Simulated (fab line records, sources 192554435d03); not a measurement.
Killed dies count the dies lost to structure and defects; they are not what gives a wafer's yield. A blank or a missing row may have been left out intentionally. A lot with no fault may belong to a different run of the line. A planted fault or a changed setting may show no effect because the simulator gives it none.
fab line records	flow n5Finfet
record: lots: 7	wafers: 21
route steps=1938 shown BEOL_M12@1608 BEOL_M13@1662 BEOL_M14@1716
startH: start of the lot's first displayed wafer, in hours after the record's first day	waitH: hours elapsed since this lot's preceding step	" repeats the value in the row above	L1.1+2: several wafers, shown together as one row	- no value present, or no start provided	* or withheld: withheld	< > ~ a bound
route shown NAME@n: a module of which the file shows steps, and the number in the route of the first	usual: the fault-free wafers' mean and standard deviation	same: alike in all rows	chamber/n: place in a boat	sites: each site's reading	_std_site: standard deviation of those values	_edge_site: inner sites' mean taken away from outer sites' mean	radiusMm: for every site, how far away it sits from the centre of the wafer	mask NAME#n: copy n	behind: the most recent tool/chamber to have shaped the wafer	hold: what put the lot on hold/how long, in hours/how the hold closed	device: the n, p or np transistor that did not switch	end of line: tests run on the same wafers once the route is complete	for a step that has no rows: nothing shown but its recipe	killed: at the first sort, the dies lost to defects and structure; wafer yield is something else	map: shows each die of a wafer: x if killed, . if not, _ if none is there
set.NAME: the setting the step ran with; set.NAME@STEP: the setting that earlier step ran with	model.NAME: the simulator's own value behind a step, which no gauge read
lots with deliberately changed settings; one table per step, one row per wafer
== steps ==
step: N5_BEOL_M12_EXPOSE_07
recipe: maskId: V11	na: 0.93	sourceShape: conventional	sigmaOuter: 0.6	polarization: unpolarized	attpsmPhaseDeg: 180	doseMj: 32.5
lot.wafer	tool	chamber	startH	waitH	mask	set.doseMj
L074.1+3+4	krfScanner-02	0	270.32	-	V11#0	32.5
L077.1+5	krfScanner-02	0	288.58	-	V11#0	33.11
L077.4	"	0	"	"	V11#0	32.5
L079.2+3+6	krfScanner-01	0	291.91	-	V11#0	32.5
L076.1+2+5	krfScanner-01	0	292.13	-	V11#0	32.5
L084.1+3+4	krfScanner-01	0	330.94	-	V11#0	32.5
L090.1+2+6	krfScanner-02	0	405.56	-	V11#0	32.5
L091.1+6	krfScanner-02	0	414.42	-	V11#0	32.5
L091.3	"	0	"	"	V11#0	33.4
step: N5_BEOL_M12_PEB_08
recipe: pebTempC: 130	pebTimeS: 90
step: N5_BEOL_M12_DEVELOP_09
recipe: developTimeS: 45	rinseLiquid: diw	dry: airSpin	devTempC: 21
step: N5_BEOL_M12_DESCUM_15
recipe: chemistry: O2	timeS: 7.9	sourcePowerW: 50	biasPowerW: 20	pressureMtorr: 20	rfFrequencyHz: 2.712e+07	tempC: 40	o2FlowSccm: 225
step: N5_BEOL_M12_ETCH_59
recipe: chemistry: N2/H2	target: BARC	targetDepthA: 890	overetchA: 267	timeS: 67.9	ionEnergyEv: 200	pressureMtorr: 30	sourceW: 840	biasW: 150	n2FlowSccm: 200	h2FlowSccm: 200
step: N5_BEOL_M12_VIA_ETCH_16
recipe: chemistry: C4F8/O2/Ar	target: SiOC	pressureMtorr: 30	sourceW: 3000	biasW: 700	Ar_flow_sccm: 400	C4F8_flow_sccm: 15	O2_flow_sccm: 8	heInnerTorr: 15	heOuterTorr: 30	targetDepthA: 7248	timeS: withheld	ionEnergyEv: 250	ends: cleared
lot.wafer	tool	chamber	startH	waitH	set.timeS@BEOL_M12_ILD_DEP_00	model.etch.depthNm	model.coat_of_BEOL_M12_COAT_04.thkNm
L074.1	rieDiel-05	3	270.67	0.0	*	734.2	102.6
L074.3	"	0	"	"	*	666.3	123.2
L074.4	"	2	"	"	*	743.6	102.4
L077.1	rieDiel-06	3	288.93	0.0	*	649.3	126
L077.4	"	0	"	"	*	624.9	134.6
L077.5	"	3	"	"	*	663.6	122.8
L079.2	rieDiel-03	3	292.30	0.0	*	738.4	99.2
L079.3	"	0	"	"	*	746.6	96.8
L079.6	"	0	"	"	*	666.5	122.4
L076.1	rieDiel-03	2	292.56	0.0	*	656.2	125
L076.2	"	3	"	"	*	652.6	125.4
L076.5	"	0	"	"	*	660.4	124.8
L084.1	rieDiel-03	3	331.28	0.0	*	639.7	128.2
L084.3	"	2	"	"	*	652.6	124.6
L084.4	"	2	"	"	*	663	122.8
L090.1	rieDiel-06	3	405.91	0.0	*	659.5	121.8
L090.2	"	1	"	"	*	659.5	122.2
L090.6	"	1	"	"	*	674.9	117.6
L091.1	rieDiel-06	2	414.77	0.0	*	651.9	124.2
L091.3	"	3	"	"	*	622.2	133.2
L091.6	"	0	"	"	*	654.8	124.6
step: N5_BEOL_M12_STRIP_63
recipe: chemistry: N2/H2	powerW: 1000	tempC: 250	h2Frac: 0.65	overashFraction: 0.3	pressureMtorr: 1000	n2FlowSccm: 1750	h2FlowSccm: 3250
usual: stripTimeToEndpointS: 42.5/0.71
lot.wafer	tool	chamber	startH	waitH	set.timeS@BEOL_M12_ILD_DEP_00	stripTimeToEndpointS
L074.1	plasmaAsher-01	1	270.90	-	145.6	36.9
L074.3	"	1	"	"	130.7	42.5
L074.4	"	0	"	"	145.6	36.9
L077.1	plasmaAsher-01	1	289.22	-	130.7	43.3
L077.4	"	1	"	"	123.6	45.6
L077.5	"	1	"	"	130.7	42.5
L079.2	plasmaAsher-01	1	292.74	-	148.2	36.0
L079.3	"	0	"	"	148.2	35.3
L079.6	"	1	"	"	130.7	42.3
L076.1	plasmaAsher-01	1	292.86	-	130.7	43.0
L076.2	"	0	"	"	130.7	43.1
L076.5	"	1	"	"	130.7	43.0
L084.1	plasmaAsher-01	1	331.48	-	130.7	43.9
L084.3	"	0	"	"	130.7	42.9
L084.4	"	1	"	"	130.7	42.5
L090.1	plasmaAsher-02	1	406.11	-	130.7	42.2
L090.2	"	0	"	"	130.7	42.3
L090.6	"	1	"	"	130.7	41.0
L091.1	plasmaAsher-02	0	414.97	-	130.7	42.8
L091.3	"	1	"	"	123.9	45.2
L091.6	"	0	"	"	130.7	42.9
step: N5_BEOL_M12_STRIP_64
recipe: chemistry: N2/H2	powerW: 1000	tempC: 250	h2Frac: 0.65	overashFraction: 0.3	pressureMtorr: withheld	n2FlowSccm: 1750	h2FlowSccm: 3250
step: N5_BEOL_M12_STRIP_71
recipe: chemistry: postEtchResidueRemover	timeS: 60	tempC: 25	removerPh: withheld	removerWaterWtPct: withheld	removerFluorideWtPct: withheld
step: N5_BEOL_M12_STRIP_37
recipe: chemistry: N2/H2	powerW: 1000	tempC: 250	h2Frac: 0.65	overashFraction: 0.3	pressureMtorr: withheld	n2FlowSccm: 1750	h2FlowSccm: 3250
step: N5_BEOL_M12_ETCH_38
recipe: chemistry: CF4/N2	target: SiCN	targetDepthA: 687	taperDeg: 2	timeS: 73.4	ionEnergyEv: 150	maskMaterial: SiO2	pressureMtorr: 40	sourceW: 430	biasW: 70	Ar_flow_sccm: 100	cf4FlowSccm: 60	n2FlowSccm: 60
lot.wafer	tool	chamber	startH	waitH	set.timeS@BEOL_M12_ILD_DEP_00	model.SiOC_of_BEOL_M12_ILD_DEP_00.thkNm
L074.1	rieDiel-03	3	273.95	-	145.6	685.4
L074.3	"	1	"	"	130.7	617
L074.4	"	0	"	"	145.6	696
L077.1	rieDiel-06	1	296.84	-	130.7	600.2
L077.4	"	0	"	"	123.6	576.6
L077.5	"	1	"	"	130.7	614.4
L079.2	rieDiel-05	1	297.58	-	148.2	687.2
L079.3	"	3	"	"	148.2	697.4
L079.6	"	3	"	"	130.7	617.2
L076.1	rieDiel-05	2	302.81	-	130.7	609
L076.2	"	1	"	"	130.7	602.2
L076.5	"	1	"	"	130.7	610.2
L084.1	rieDiel-05	2	333.33	-	130.7	592.4
L084.3	"	1	"	"	130.7	602.4
L084.4	"	3	"	"	130.7	614.6
L090.1	rieDiel-03	2	410.71	-	130.7	611.8
L090.2	"	3	"	"	130.7	611.2
L090.6	"	1	"	"	130.7	626.2
L091.1	rieDiel-03	1	416.75	-	130.7	602.2
L091.3	"	2	"	"	123.9	574
L091.6	"	1	"	"	130.7	605.2
step: N5_BEOL_M13_COAT_04
recipe: spinRpm: 1625	resistThkNm: 400
lot.wafer	tool	chamber	startH	waitH	set.spinRpm	model.coat_of_BEOL_M13_COAT_04.thkNm
L074.1	lithoTrack-05	0	-	-	1625	400.6
L074.3	"	0	"	"	1576	407.6
L074.4	"	0	"	"	1576	406.2
L077.1	lithoTrack-04	0	-	-	1775	381.4
L077.4	"	0	"	"	1775	382.6
L077.5	"	0	"	"	1625	399.8
L079.2	lithoTrack-05	0	-	-	1625	398.6
L079.3	"	0	"	"	1625	398.4
L079.6	"	0	"	"	1625	398.8
L076.1	lithoTrack-04	0	-	-	1625	398.4
L076.2	"	0	"	"	1625	398.2
L076.5	"	0	"	"	1625	398.8
L084.1	lithoTrack-04	0	-	-	1625	400
L084.3	"	0	"	"	1625	400.4
L084.4	"	0	"	"	1625	399.6
L090.1	lithoTrack-05	0	-	-	1532	413
L090.2	"	0	"	"	1625	401.4
L090.6	"	0	"	"	1625	401
L091.1	lithoTrack-01	0	-	-	1625	400.8
L091.3	"	0	"	"	1625	401.4
L091.6	"	0	"	"	1685	392.8
step: N5_BEOL_M13_EBR_06
recipe: solvent: PGMEA	ebrWidthMm: 1.5
step: N5_BEOL_M13_SOFTBAKE_05
recipe: tempC: 130	timeS: 60
step: N5_BEOL_M13_DESCUM_15
recipe: chemistry: O2	timeS: 7.9	sourcePowerW: 50	biasPowerW: 20	pressureMtorr: 20	rfFrequencyHz: 2.712e+07	tempC: 40	o2FlowSccm: 225
step: N5_BEOL_M13_ETCH_59
recipe: chemistry: N2/H2	target: BARC	targetDepthA: 890	overetchA: 267	timeS: 67.9	ionEnergyEv: 200	pressureMtorr: 30	sourceW: 840	biasW: 150	n2FlowSccm: 200	h2FlowSccm: 200
lot.wafer	tool	chamber	startH	waitH	set.spinRpm@BEOL_M13_COAT_04	model.coat_of_BEOL_M13_COAT_04.thkNm
L074.1	rieDiel-02	0	276.16	0.0	1625	319.2
L074.3	"	2	"	"	1576	324.2
L074.4	"	3	"	"	1576	323.4
L077.1	rieDiel-02	3	299.30	0.0	1775	299.8
L077.4	"	1	"	"	1775	300.6
L077.5	"	0	"	"	1625	319.6
L079.2	rieDiel-04	2	300.43	0.0	1625	318.2
L079.3	"	1	"	"	1625	315
L079.6	"	1	"	"	1625	315.6
L076.1	rieDiel-04	0	305.39	0.0	1625	316.4
L076.2	"	3	"	"	1625	315.8
L076.5	"	1	"	"	1625	316
L084.1	rieDiel-04	2	337.35	0.0	1625	319.8
L084.3	"	0	"	"	1625	319
L084.4	"	3	"	"	1625	317.4
L090.1	rieDiel-02	3	414.99	0.0	1532	332.4
L090.2	"	1	"	"	1625	318.8
L090.6	"	3	"	"	1625	320.2
L091.1	rieDiel-02	2	419.16	0.0	1625	317.8
L091.3	"	1	"	"	1625	319.8
L091.6	"	0	"	"	1685	310.6
step: N5_BEOL_M13_VIA_ETCH_16
recipe: chemistry: C4F8/O2/Ar	target: SiOC	pressureMtorr: 30	sourceW: 3000	biasW: 700	Ar_flow_sccm: 400	C4F8_flow_sccm: 15	O2_flow_sccm: 8	heInnerTorr: 15	heOuterTorr: 30	targetDepthA: 9217	timeS: withheld	ionEnergyEv: 250	ends: cleared
lot.wafer	tool	chamber	startH	waitH	set.spinRpm@BEOL_M13_COAT_04	model.coat_of_BEOL_M13_COAT_04.thkNm
L074.1	rieDiel-02	0	276.21	0.0	1625	76.4
L074.3	"	2	"	"	1576	84.6
L074.4	"	3	"	"	1576	76.2
L077.1	rieDiel-02	3	299.35	0.0	1775	53.4
L077.4	"	1	"	"	1775	50
L077.5	"	0	"	"	1625	70.8
L079.2	rieDiel-04	2	300.49	0.0	1625	77
L079.3	"	1	"	"	1625	68.4
L079.6	"	1	"	"	1625	68.8
L076.1	rieDiel-04	0	305.45	0.0	1625	71.2
L076.2	"	3	"	"	1625	68.2
L076.5	"	1	"	"	1625	65.2
L084.1	rieDiel-04	2	337.40	0.0	1625	74
L084.3	"	0	"	"	1625	72.2
L084.4	"	3	"	"	1625	70.2
L090.1	rieDiel-02	3	415.04	0.0	1532	86.2
L090.2	"	1	"	"	1625	75.2
L090.6	"	3	"	"	1625	71.8
L091.1	rieDiel-02	2	419.22	0.0	1625	71.8
L091.3	"	1	"	"	1625	71
L091.6	"	0	"	"	1685	58
step: N5_BEOL_M13_STRIP_63
recipe: chemistry: N2/H2	powerW: 1000	tempC: 250	h2Frac: 0.65	overashFraction: 0.3	pressureMtorr: 1000	n2FlowSccm: 1750	h2FlowSccm: 3250
usual: stripTimeToEndpointS: 28.1/0.9
lot.wafer	tool	chamber	startH	waitH	set.spinRpm@BEOL_M13_COAT_04	stripTimeToEndpointS
L074.1	plasmaAsher-01	0	276.44	-	1625	29.5
L074.3	"	1	"	"	1576	31.9
L074.4	"	0	"	"	1576	29.5
L077.1	plasmaAsher-01	0	299.66	-	1775	22.6
L077.4	"	1	"	"	1775	21.6
L077.5	"	1	"	"	1625	27.9
L079.2	plasmaAsher-01	0	300.72	-	1625	29.7
L079.3	"	0	"	"	1625	27.2
L079.6	"	0	"	"	1625	27.3
L076.1	plasmaAsher-01	0	305.87	-	1625	28.0
L076.2	"	1	"	"	1625	27.1
L076.5	"	0	"	"	1625	26.2
L084.1	plasmaAsher-01	0	337.76	-	1625	28.9
L084.3	"	0	"	"	1625	28.3
L084.4	"	1	"	"	1625	27.7
L090.1	plasmaAsher-02	1	415.28	-	1532	32.3
L090.2	"	0	"	"	1625	29.2
L090.6	"	1	"	"	1625	28.2
L091.1	plasmaAsher-01	1	419.45	-	1625	28.2
L091.3	"	1	"	"	1625	28.0
L091.6	"	0	"	"	1685	24.1
step: N5_BEOL_M14_ILD_DEP_00
recipe: material: SiO2	targetThkA: 11193	tempC: 400	precursor: TEOS/O2	pressureTorr: 6.5	rfW: 900	teosFlowSccm: 161.4	gas: O2	flowSccm: 2650	timeS: 237.4
lot.wafer	tool	chamber	startH	waitH	set.timeS	model.SiO2_of_BEOL_M14_ILD_DEP_00.thkNm
L074.1	pecvd-04	0	279.78	0.0	268.6	1263
L074.3	"	2	"	"	237.4	1109
L074.4	"	1	"	"	268.6	1290
L077.1	pecvd-03	2	304.59	0.0	220.9	1013
L077.4	"	0	"	"	220.9	1039
L077.5	"	1	"	"	220.9	1045
L079.2	pecvd-03	0	307.91	0.0	265.6	1237
L079.3	"	1	"	"	265.6	1247
L079.6	"	2	"	"	237.4	1134
L076.1	pecvd-01	1	310.29	0.0	237.4	1095
L076.2	"	0	"	"	237.4	1085
L076.5	"	2	"	"	237.4	1097
L084.1	pecvd-01	0	342.80	0.0	237.4	1111
L084.3	"	2	"	"	237.4	1119
L084.4	"	0	"	"	221.7	1056
L090.1	pecvd-03	0	418.75	0.0	237.4	1117
L090.2	"	1	"	"	226.9	1062
L090.6	"	1	"	"	237.4	1145
L091.1	pecvd-03	0	427.64	0.0	252.7	1195
L091.3	"	2	"	"	237.4	1106
L091.6	"	0	"	"	237.4	1127
step: N5_BEOL_M14_THK_MEAS_01
recipe: reads: SiO2_of_BEOL_M14_ILD_DEP_00
usual: M14_ILD_THK: 1119/15
lot.wafer	tool	chamber	startH	waitH	set.timeS@BEOL_M14_ILD_DEP_00	M14_ILD_THK[nm]
L074.1	filmMetro-01	-	279.96	0.1	268.6	1264
L074.3	"	-	"	"	237.4	1108
L074.4	"	-	"	"	268.6	1290
L077.1	filmMetro-01	-	304.78	0.1	220.9	1013
L077.4	"	-	"	"	220.9	1038
L077.5	"	-	"	"	220.9	1045
L079.2	filmMetro-02	-	308.10	0.1	265.6	1237
L079.3	"	-	"	"	265.6	1247
L079.6	"	-	"	"	237.4	1134
L076.1	filmMetro-01	-	310.48	0.1	237.4	1095
L076.2	"	-	"	"	237.4	1084
L076.5	"	-	"	"	237.4	1097
L084.1	filmMetro-01	-	342.99	0.1	237.4	1111
L084.3	"	-	"	"	237.4	1118
L084.4	"	-	"	"	221.7	1057
L090.1	filmMetro-02	-	418.94	0.1	237.4	1117
L090.2	"	-	"	"	226.9	1063
L090.6	"	-	"	"	237.4	1145
L091.1	filmMetro-02	-	427.83	0.1	252.7	1194
L091.3	"	-	"	"	237.4	1106
L091.6	"	-	"	"	237.4	1126
step: N5_BEOL_M14_EXPOSE_07
recipe: maskId: V13	na: 0.8	sourceShape: annular	sigmaInner: 0.5	sigmaOuter: 0.8	polarization: unpolarized	attpsmPhaseDeg: 180	doseMj: 57
lot.wafer	tool	chamber	startH	waitH	mask	set.doseMj
L074.1+3+4	krfScanner-01	0	280.10	-	V13#0	57
L077.1	krfScanner-01	0	305.04	-	V13#0	57
L077.4+5	"	0	"	"	V13#0	54.16
L079.2	krfScanner-01	0	308.24	-	V13#0	58.37
L079.3+6	"	0	"	"	V13#0	57
L076.1+2+5	krfScanner-02	0	310.74	-	V13#0	57
L084.1+3+4	krfScanner-02	0	343.12	-	V13#0	53.72
L090.1	krfScanner-02	0	419.20	-	V13#0	57
L090.2+6	"	0	"	"	V13#0	58.11
L091.1	krfScanner-02	0	427.97	-	V13#0	55.66
L091.3+6	"	0	"	"	V13#0	57
step: N5_BEOL_M14_PEB_08
recipe: pebTempC: 130	pebTimeS: 90
step: N5_BEOL_M14_DEVELOP_09
recipe: developTimeS: 45	rinseLiquid: diw	dry: airSpin	devTempC: 21
step: N5_BEOL_M14_HARDBAKE_14
recipe: tempC: 130	timeS: 120
step: N5_BEOL_M14_CD_MEAS_10
recipe: targetCdNm: 250	landingEnergyEv: 500	detector: seInlens	polarity: opening
usual: cdNm: 249.9/1.1
lot.wafer	tool	chamber	startH	waitH	set.doseMj@BEOL_M14_EXPOSE_07	cdNm
L074.1	cdSem-02	0	280.27	-	57	249.0
L074.3	"	0	"	"	57	249.3
L074.4	"	0	"	"	57	249.4
L077.1	cdSem-01	0	305.21	-	57	248.5
L077.4	"	0	"	"	54.16	240.4
L077.5	"	0	"	"	54.16	239.0
L079.2	cdSem-01	0	308.41	-	58.37	253.8
L079.3	"	0	"	"	57	249.6
L079.6	"	0	"	"	57	249.7
L076.1	cdSem-02	0	310.91	-	57	250.2
L076.2	"	0	"	"	57	249.4
L076.5	"	0	"	"	57	248.6
L084.1	cdSem-02	0	343.29	-	53.72	240.7
L084.3	"	0	"	"	53.72	240.9
L084.4	"	0	"	"	53.72	239.6
L090.1	cdSem-01	0	419.37	-	57	250.2
L090.2	"	0	"	"	58.11	252.1
L090.6	"	0	"	"	58.11	253.0
L091.1	cdSem-01	0	428.15	-	55.66	247.0
L091.3	"	0	"	"	57	252.3
L091.6	"	0	"	"	57	251.1
step: N5_BEOL_M14_DESCUM_15
recipe: chemistry: O2	timeS: 7.9	sourcePowerW: 50	biasPowerW: 20	pressureMtorr: 20	rfFrequencyHz: 2.712e+07	tempC: 40	o2FlowSccm: 225
step: N5_BEOL_M14_ETCH_59
recipe: chemistry: N2/H2	target: BARC	targetDepthA: 890	overetchA: 267	timeS: 67.9	ionEnergyEv: 200	pressureMtorr: 30	sourceW: 840	biasW: 150	n2FlowSccm: 200	h2FlowSccm: 200
step: N5_BEOL_M14_VIA_ETCH_16
recipe: chemistry: C4F8/O2/Ar	target: SiO2	heInnerTorr: 15	heOuterTorr: 30	targetDepthA: 12313	timeS: withheld	ionEnergyEv: 800	pressureMtorr: 20	sourceW: 1905	biasW: 2040	Ar_flow_sccm: 400	C4F8_flow_sccm: 16	O2_flow_sccm: 12	ends: cleared
lot.wafer	tool	chamber	startH	waitH	set.timeS@BEOL_M14_ILD_DEP_00	model.etch.depthNm	model.coat_of_BEOL_M14_COAT_04.thkNm
L074.1	rieDiel-06	2	280.67	0.0	*	1263	418.2
L074.3	"	1	"	"	*	1109	455.6
L074.4	"	0	"	"	*	1290	411.2
L077.1	rieDiel-06	0	305.43	0.1	*	1013	476.4
L077.4	"	0	"	"	*	1039	473.2
L077.5	"	0	"	"	*	1045	468.6
L079.2	rieDiel-05	3	308.80	0.0	*	1237	424.2
L079.3	"	1	"	"	*	1247	425
L079.6	"	2	"	"	*	1134	451.2
L076.1	rieDiel-03	1	311.09	0.0	*	1095	458.4
L076.2	"	0	"	"	*	1085	461.6
L076.5	"	3	"	"	*	1097	457
L084.1	rieDiel-03	3	343.77	0.0	*	1111	457.4
L084.3	"	0	"	"	*	1119	456.6
L084.4	"	2	"	"	*	1056	475.6
L090.1	rieDiel-06	1	419.81	0.0	*	1117	455
L090.2	"	3	"	"	*	1062	464.6
L090.6	"	1	"	"	*	1145	445.2
L091.1	rieDiel-06	0	428.42	0.0	*	1195	435.2
L091.3	"	3	"	"	*	1106	455.4
L091.6	"	1	"	"	*	1127	456
step: N5_BEOL_M14_STRIP_63
recipe: chemistry: O2	powerW: 600	tempC: 60	pressureMtorr: 30	rfFrequencyHz: 6e+07	biasPowerW: 0	overashFraction: 0.3	o2FlowSccm: 225
step: N5_BEOL_M14_STRIP_64
recipe: chemistry: O2	powerW: 600	tempC: 60	pressureMtorr: 30	rfFrequencyHz: 6e+07	biasPowerW: 0	overashFraction: 0.3	o2FlowSccm: 225
step: N5_BEOL_M14_STRIP_71
recipe: chemistry: postEtchResidueRemover	timeS: 60	tempC: 25	removerPh: withheld	removerWaterWtPct: withheld	removerFluorideWtPct: withheld
step: N5_BEOL_M14_SRD_72
recipe: timeS: 30	tempC: 23	rinseLiquid: diw	dry: n2Spin	spinRpm: 1500	dryTimeS: 30
step: N5_BEOL_M14_CD_MEAS_17
recipe: targetCdNm: 250	polarity: opening
usual: cdNm: 250.5/1.3
lot.wafer	tool	chamber	startH	waitH	set.doseMj@BEOL_M14_EXPOSE_07	cdNm
L074.1	cdSem-01	-	281.02	0.0	57	250.2
L074.3	"	-	"	"	57	248.6
L074.4	"	-	"	"	57	250.8
L077.1	cdSem-01	-	305.92	0.0	57	247.2
L077.4	"	-	"	"	54.16	240.3
L077.5	"	-	"	"	54.16	238.7
L079.2	cdSem-01	-	309.15	0.0	58.37	254.9
L079.3	"	-	"	"	57	251.0
L079.6	"	-	"	"	57	249.2
L076.1	cdSem-03	-	311.44	0.0	57	251.1
L076.2	"	-	"	"	57	248.5
L076.5	"	-	"	"	57	250.2
L084.1	cdSem-02	-	344.12	0.0	53.72	242.7
L084.3	"	-	"	"	53.72	241.9
L084.4	"	-	"	"	53.72	240.7
L090.1	cdSem-02	-	420.16	0.0	57	250.4
L090.2	"	-	"	"	58.11	252.6
L090.6	"	-	"	"	58.11	254.5
L091.1	cdSem-01	-	428.77	0.0	55.66	249.2
L091.3	"	-	"	"	57	253.2
L091.6	"	-	"	"	57	252.3
== key ==
split: step: N5_BEOL_M12_EXPOSE_07	setting: doseMj	stated: 32.5	by: wafer
response none clear
split: step: N5_BEOL_M13_COAT_04	setting: spinRpm	stated: 1625	by: wafer
response: step: N5_BEOL_M13_COAT_04	reading: model.coat_of_BEOL_M13_COAT_04.thkNm	change: -2	per: 1%	r: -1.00
response: step: N5_BEOL_M13_ETCH_59	reading: model.coat_of_BEOL_M13_COAT_04.thkNm	change: -2.11	per: 1%	r: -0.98
response: step: N5_BEOL_M13_VIA_ETCH_16	reading: model.coat_of_BEOL_M13_COAT_04.thkNm	change: -2.21	per: 1%	r: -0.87
response: step: N5_BEOL_M13_STRIP_63	reading: stripTimeToEndpointS	change: *	per: 1%	r: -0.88
split: step: N5_BEOL_M14_ILD_DEP_00	setting: timeS	stated: 237.4	by: wafer
response: step: N5_BEOL_M14_ILD_DEP_00	reading: model.SiO2_of_BEOL_M14_ILD_DEP_00.thkNm	change: +11.2	per: 1%	r: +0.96
response: step: N5_BEOL_M14_THK_MEAS_01	reading: M14_ILD_THK	change: +11.2	per: 1%	r: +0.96
response: step: N5_BEOL_M14_VIA_ETCH_16	reading: model.etch.depthNm	change: +11.2	per: 1%	r: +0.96
response: step: N5_BEOL_M14_VIA_ETCH_16	reading: model.coat_of_BEOL_M14_COAT_04.thkNm	change: -2.8	per: 1%	r: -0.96
split: step: N5_BEOL_M14_EXPOSE_07	setting: doseMj	stated: 57	by: wafer
response: step: N5_BEOL_M14_CD_MEAS_10	reading: cdNm	change: +1.74	per: 1%	r: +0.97
response: step: N5_BEOL_M14_CD_MEAS_17	reading: cdNm	change: +1.61	per: 1%	r: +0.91
split outsideThisFile step=N5_BEOL_M12_ILD_DEP_00 setting=timeS
split outsideThisFile: this setting was split too, and the file shows its column; the key of that split is in another file
